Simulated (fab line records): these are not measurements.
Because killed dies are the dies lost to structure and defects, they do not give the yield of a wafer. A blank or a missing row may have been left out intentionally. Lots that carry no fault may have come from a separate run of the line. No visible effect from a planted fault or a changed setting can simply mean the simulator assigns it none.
Which of the tools did it? ; flow n5Finfet ; 27 wafers from 9 lots sampled at 4 of the route's 1938 steps

WHAT EACH GAUGE READ, for each wafer
N5_SD_EPI_N_EPI_MEAS_23.
lot;measured;on;thkNm (nm)
L259;day 3 12:16;filmMetro-02;59.0 60.0 59.2
L261;day 3 22:01;filmMetro-02;59.0 59.5 56.3
L266;day 5 05:51;filmMetro-02;70.2 70.8 72.3
L269;day 5 22:44;filmMetro-02;73.5 70.3 71.6
L272;day 6 17:01;filmMetro-02;56.1 57.3 57.3
L277;day 8 02:01;filmMetro-02;57.0 60.2 60.8
L279;day 8 14:36;filmMetro-01;59.9 59.3 59.7
L280;day 8 17:55;filmMetro-02;58.8 59.9 59.2
L281;day 9 03:06;filmMetro-02;58.6 60.5 58.4

WHAT TOOL EACH LOT RAN ON (gives the tool, then ch and the chambers of the sampled wafers, and finally the start)
lot;N5_DUMMY_GATE_STRIP_48;N5_SD_EPI_N_STRIP_38;N5_SD_EPI_N_EPI_21
L259;rieDiel-04 ch 0,3, day 3 07:20;plasmaAsher-01 ch 0,1, day 3 09:25;epiRpcvd-04 ch 0, day 3 11:05
L261;rieDiel-02 ch 0,1,3, day 3 17:14;plasmaAsher-01 ch 0,1, day 3 19:23;epiRpcvd-01 ch 0, day 3 20:17
L266;rieDiel-02 ch 0,1,2, day 5 01:05;plasmaAsher-01 ch 0,1, day 5 03:14;epiRpcvd-02 ch 0, day 5 04:08
L269;rieDiel-02 ch 0,3, day 5 17:31;plasmaAsher-01 ch 1, day 5 20:07;epiRpcvd-02 ch 0, day 5 21:02
L272;rieDiel-06 ch 0,3, day 6 11:38;plasmaAsher-02 ch 0,1, day 6 13:41;epiRpcvd-01 ch 0, day 6 15:28
L277;rieDiel-06 ch 0,1,3, day 7 19:44;plasmaAsher-02 ch 0,1, day 7 22:40;epiRpcvd-04 ch 0, day 8 00:28
L279;rieDiel-04 ch 1,2, day 8 09:23;plasmaAsher-02 ch 1, day 8 11:59;epiRpcvd-04 ch 0, day 8 12:53
L280;rieDiel-06 ch 0,1,2, day 8 11:49;plasmaAsher-02 ch 0,1, day 8 15:16;epiRpcvd-02 ch 0, day 8 16:28
L281;rieDiel-04 ch 0,2,3, day 8 18:55;plasmaAsher-02 ch 0, day 8 21:39;epiRpcvd-01 ch 0, day 8 23:05
- N5_DUMMY_GATE_STRIP_48: strips in N2/H2, time 20 s.
- N5_SD_EPI_N_STRIP_38: strips in N2/H2.
- N5_SD_EPI_N_EPI_21: deposits Si:P, time 690 s.

THE ANSWER, worked out from the rows above alone
Rule: usual is defined by the lots themselves. The widest of any qualifying gaps counts: lots, ordered by their means at a reading, are off when they make up no more than a third of the lots, leave a main group of 4 or more, and stand apart from it by 3 or more times the standard deviation of that group's means. Not used: any main group whose means are identical at the precision the tables above print for the reading. Also off: a lot with no number at a reading for which 4 or more lots have one. Where the step has rows for the other lots, those lots are counted as sound.
Off: L266, L269 (N5_SD_EPI_N_EPI_MEAS_23, thkNm). The main group: mean 58.9 nm, standard deviation 0.89.
A tool fits if, at a process step before that reading, it ran every lot that is off, and no sound lot after the first of them. The gauges at N5_SD_EPI_N_EPI_MEAS_23 are tried like those tools. Undecided on this evidence; 2 tools fit (rieDiel-02 at N5_DUMMY_GATE_STRIP_48, plasmaAsher-01 at N5_SD_EPI_N_STRIP_38).

WHAT HAD BEEN PUT IN BY THE SIMULATOR
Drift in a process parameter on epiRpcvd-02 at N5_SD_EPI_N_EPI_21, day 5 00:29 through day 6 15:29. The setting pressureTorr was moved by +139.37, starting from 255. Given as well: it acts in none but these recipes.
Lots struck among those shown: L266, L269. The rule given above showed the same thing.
